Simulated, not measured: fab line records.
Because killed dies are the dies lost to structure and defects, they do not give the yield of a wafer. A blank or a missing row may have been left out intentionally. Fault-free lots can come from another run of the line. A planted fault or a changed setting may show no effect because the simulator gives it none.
fab line records	flow n5Finfet	part 2 of 2: steps 25 to 30 of 30
record: lots: 5	wafers: 15	lastDay: 18
route steps=1938 shown BEOL_M12@1649 BEOL_M13@1659
lots that met no fault: taken from a fault-free run of the same line
startH: start of the lot's first displayed wafer, in hours after the record's first day	waitH: how many hours have passed since the lot's step before this one	" unchanged from the row above	L1.1+2: several wafers, shown together as one row	- no value present, or no start provided	* or withheld: withheld	< > ~ a bound
route shown NAME@n: a module of which the file shows steps, and the number in the route of the first	usual: mean/standard deviation taken from wafers without a fault	same: alike in all rows	chamber/n: place in a boat	sites: each site's reading	_std_site: the values' standard deviation	_edge_site: outer sites' mean less inner sites'	radiusMm: how far each site lies from the wafer's centre	mask NAME#n: copy n	behind: the most recent tool/chamber to have shaped the wafer	hold: why the lot was held/for how many hours/how that ended	device: which transistor (n, p or np) failed to switch	end of line: the tests these same wafers got at the end of their route	where a step has no rows: the recipe by itself	killed: count of dies lost to structure and defects at first sort (not the wafer's yield)	map: a wafer's dies, x killed, . not, _ none there
set.NAME: the setting that was run; set.NAME@STEP: the one run at that earlier step	model.NAME: the simulator's own value behind a step, which no gauge read
certain route steps with their lots: each step a table, each wafer a row
services: a tool's chamber out of use, with start hour (startH, from the record's first day; less than 0 if before it), hours out, and reason
== steps ==
step: N5_BEOL_M13_ETCH_59
recipe: chemistry: N2/H2	target: BARC	targetDepthA: 890	overetchA: 267	timeS: 67.9	ionEnergyEv: 200	pressureMtorr: 30	sourceW: 840	biasW: 150	n2FlowSccm: 200	h2FlowSccm: 200
usual: drypumpMotorCurrentA: 5.9/0.68	oesProductAu: 0.65/0.045	rfVppV: 523.2/2.1	showerheadPlenumPTorr: 2.51/0.072	throttleValvePct: 17.77/0.23
lot.wafer	tool	chamber	startH	waitH	drypumpMotorCurrentA	oesProductAu	rfHoursCounterH	rfVppV	showerheadPlenumPTorr	throttleValvePct
L077.1	rieDiel-01	1	256.65	0.0	4.9	0.59	219	519.1	2.40	17.96
L077.2	"	2	"	"	5.2	0.61	185	523.1	2.53	17.66
L077.5	"	1	"	"	4.9	0.60	-	520.1	2.40	17.98
L083.2	rieDiel-01	3	310.26	0.0	6.4	0.71	73	521.3	2.48	17.82
L083.3	"	1	"	"	4.9	0.59	232	521.9	2.39	18.01
L083.6	"	2	"	"	5.2	0.60	-	523.1	2.52	17.68
L082.3	rieDiel-03	3	321.87	0.0	6.5	0.60	239	522.9	2.51	18.09
L082.4	"	2	"	"	6.6	0.62	213	520.0	2.40	18.02
L082.5	"	1	"	"	5.3	0.69	-	524.8	2.56	17.34
L087.1	rieDiel-03	1	336.39	0.0	5.4	0.68	84	523.3	2.56	17.35
L087.2	"	2	"	"	6.6	0.62	218	520.3	2.40	18.03
L087.5	"	1	"	"	5.3	0.69	-	525.7	2.56	17.34
L097.2	rieDiel-01	0	397.57	0.0	5.6	0.63	183	524.6	2.53	17.95
L097.3	"	3	"	"	6.5	0.69	96	520.8	2.47	17.87
L097.4	"	1	"	"	4.9	0.82	0	528.9	2.70	17.65
step: N5_BEOL_M13_VIA_ETCH_16
recipe: chemistry: C4F8/O2/Ar	target: SiOC	pressureMtorr: 30	sourceW: 3000	biasW: 700	Ar_flow_sccm: 400	C4F8_flow_sccm: 15	O2_flow_sccm: 8	heInnerTorr: 15	heOuterTorr: 30	targetDepthA: 9217	timeS: withheld	ionEnergyEv: 250	ends: cleared
usual: drypumpMotorCurrentA: 5.9/0.67	oesProductAu: 0.68/0.051	rfVppV: 664.5/2.5	showerheadPlenumPTorr: 3.38/0.082	throttleValvePct: 24.05/0.2
lot.wafer	tool	chamber	startH	waitH	drypumpMotorCurrentA	oesProductAu	rfVppV	showerheadPlenumPTorr	throttleValvePct
L077.1	rieDiel-01	1	256.70	0.0	4.9	0.63	660.2	3.25	24.25
L077.2	"	2	"	"	5.2	0.63	664.0	3.41	23.95
L077.5	"	1	"	"	4.8	0.62	660.5	3.25	24.23
L083.2	rieDiel-01	3	310.31	0.0	6.4	0.75	661.1	3.34	24.21
L083.3	"	1	"	"	4.9	0.62	661.0	3.25	24.26
L083.6	"	2	"	"	5.2	0.63	664.2	3.40	23.95
L082.3	rieDiel-03	3	321.92	0.0	6.5	0.64	663.9	3.34	24.10
L082.4	"	2	"	"	6.6	0.66	661.1	3.25	24.28
L082.5	"	1	"	"	5.3	0.73	665.7	3.45	23.71
L087.1	rieDiel-03	1	336.45	0.0	5.3	0.72	666.1	3.45	23.71
L087.2	"	2	"	"	6.6	0.65	660.1	3.25	24.27
L087.5	"	1	"	"	5.3	0.72	667.5	3.45	23.73
L097.2	rieDiel-01	0	397.63	0.0	5.6	0.68	664.2	3.42	24.40
L097.3	"	3	"	"	6.4	0.73	663.8	3.33	24.23
L097.4	"	1	"	"	4.9	0.89	671.9	3.63	24.03
step: N5_BEOL_M13_STRIP_63
recipe: chemistry: N2/H2	powerW: 1000	tempC: 250	h2Frac: 0.65	overashFraction: 0.3	pressureMtorr: 1000	n2FlowSccm: 1750	h2FlowSccm: 3250
usual: drypumpMotorCurrentA: 5.97/0.11	heaterPowerW: 314/33	oesProductAu: 0.675/0.005	stripTimeToEndpointS: 28.1/1.1
lot.wafer	tool	chamber	startH	waitH	drypumpMotorCurrentA	heaterPowerW	oesProductAu	rfHoursCounterH	stripTimeToEndpointS
L077.1	plasmaAsher-01	0	256.94	-	6.11	337	0.670	128	28.1
L077.2	"	1	"	"	5.92	327	0.669	128	27.2
L077.5	"	1	"	"	5.88	336	0.674	-	27.8
L083.2	plasmaAsher-01	1	310.54	-	5.89	330	0.679	139	29.8
L083.3	"	1	"	"	5.90	330	0.676	-	29.2
L083.6	"	0	"	"	6.12	339	0.684	-	28.4
L082.3	plasmaAsher-01	1	322.18	-	5.90	323	0.669	-	28.0
L082.4	"	0	"	"	6.09	351	0.670	-	27.6
L082.5	"	1	"	"	5.91	323	0.673	-	26.7
L087.1	plasmaAsher-01	0	336.68	-	6.11	340	0.669	145	28.5
L087.2	"	1	"	"	5.90	329	0.675	145	27.3
L087.5	"	1	"	"	5.91	321	0.675	-	26.3
L097.2	plasmaAsher-02	1	397.86	-	5.78	284	0.673	93	27.8
L097.3	"	1	"	"	5.77	280	0.683	-	29.7
L097.4	"	0	"	"	6.02	247	0.665	-	27.8
step: N5_BEOL_M13_STRIP_64
recipe: chemistry: N2/H2	powerW: 1000	tempC: 250	h2Frac: 0.65	overashFraction: 0.3	pressureMtorr: withheld	n2FlowSccm: 1750	h2FlowSccm: 3250
usual: drypumpMotorCurrentA: 5.97/0.11	heaterPowerW: 314/33	oesProductAu: 0.715/0.0046	stripTimeToEndpointS: 31.33/0.071
lot.wafer	tool	chamber	startH	waitH	drypumpMotorCurrentA	heaterPowerW	oesProductAu	rfHoursCounterH	stripTimeToEndpointS
L077.1	plasmaAsher-01	0	257.00	0.0	6.09	347	0.718	128	31.31
L077.2	"	1	"	"	5.92	319	0.719	128	31.36
L077.5	"	1	"	"	5.90	338	0.710	-	31.34
L083.2	plasmaAsher-01	1	310.60	0.0	5.91	325	0.714	139	31.30
L083.3	"	1	"	"	5.94	329	0.715	-	31.34
L083.6	"	0	"	"	6.06	350	0.720	-	31.33
L082.3	plasmaAsher-01	1	322.24	0.0	5.89	326	0.712	-	31.11
L082.4	"	0	"	"	6.08	338	0.717	-	31.20
L082.5	"	1	"	"	5.89	320	0.722	-	31.20
L087.1	plasmaAsher-01	0	336.74	0.0	6.09	345	0.710	145	31.44
L087.2	"	1	"	"	5.88	324	0.719	145	31.45
L087.5	"	1	"	"	5.87	329	0.705	-	31.45
L097.2	plasmaAsher-02	1	397.92	0.0	5.78	280	0.713	93	31.31
L097.3	"	1	"	"	5.77	284	0.719	-	31.30
L097.4	"	0	"	"	6.04	250	0.723	-	31.23
step: N5_BEOL_M13_STRIP_71
recipe: chemistry: postEtchResidueRemover	timeS: 60	tempC: 25	removerPh: withheld	removerWaterWtPct: withheld	removerFluorideWtPct: withheld
lot.wafer	tool	chamber	startH	waitH
L077.1+2+5	wetBench-05	5,0,6	257.09	0.1
L083.2+3+6	wetBench-02	7,3,1	310.69	0.1
L082.3+4+5	wetBench-05	4,5,6	322.31	0.0
L087.1+2+5	wetBench-06	2,4,3	336.83	0.1
L097.2+3+4	wetBench-06	0,3,1	398.01	0.1
step: N5_BEOL_M13_SRD_72
recipe: timeS: 30	tempC: 23	rinseLiquid: diw	dry: n2Spin	spinRpm: 1500	dryTimeS: 30
lot.wafer	tool	chamber	startH	waitH
L077.1+2+5	wetBench-05	5,0,6	257.10	0.0
L083.2+3+6	wetBench-02	7,3,1	310.71	0.0
L082.3+4+5	wetBench-05	4,5,6	322.32	0.0
L087.1+2+5	wetBench-06	2,4,3	336.85	0.0
L097.2+3+4	wetBench-06	0,3,1	398.03	0.0
== services ==
tool	chamber	startH	hours	kind
rieDiel-01	3	233.71	4.6	repair
cmp-04	-	236.49	3.8	pm
rieDiel-03	-	247.81	0.9	repair
krfScanner-02	-	249.46	1.5	repair
pecvd-03	-	250.63	0.8	pm
pecvd-04	0	281.77	3.5	repair
rieDiel-03	1	292.57	11.4	repair
pecvd-04	-	299.57	1.2	repair
krfScanner-02	-	303.17	0.3	repair
rtpAnneal-01	-	323.25	10.9	pm
ecdCu-02	-	328.44	2.3	repair
rieDiel-03	3	329.30	4.3	repair
plasmaAsher-01	-	329.49	0.4	repair
krfScanner-02	-	336.97	1.0	pm
krfScanner-02	-	340.97	0.8	pm
krfScanner-02	-	346.07	0.5	repair
pecvd-03	-	346.25	0.7	repair
rieDiel-03	3	348.00	1.3	repair
krfScanner-02	-	356.03	1.3	pm
wetBench-06	-	359.50	3.6	repair
ecdCu-02	-	364.83	3.5	pm
pecvd-04	-	366.38	0.9	repair
rieDiel-01	3	380.65	7.9	repair
rieDiel-03	-	390.96	14.6	pm
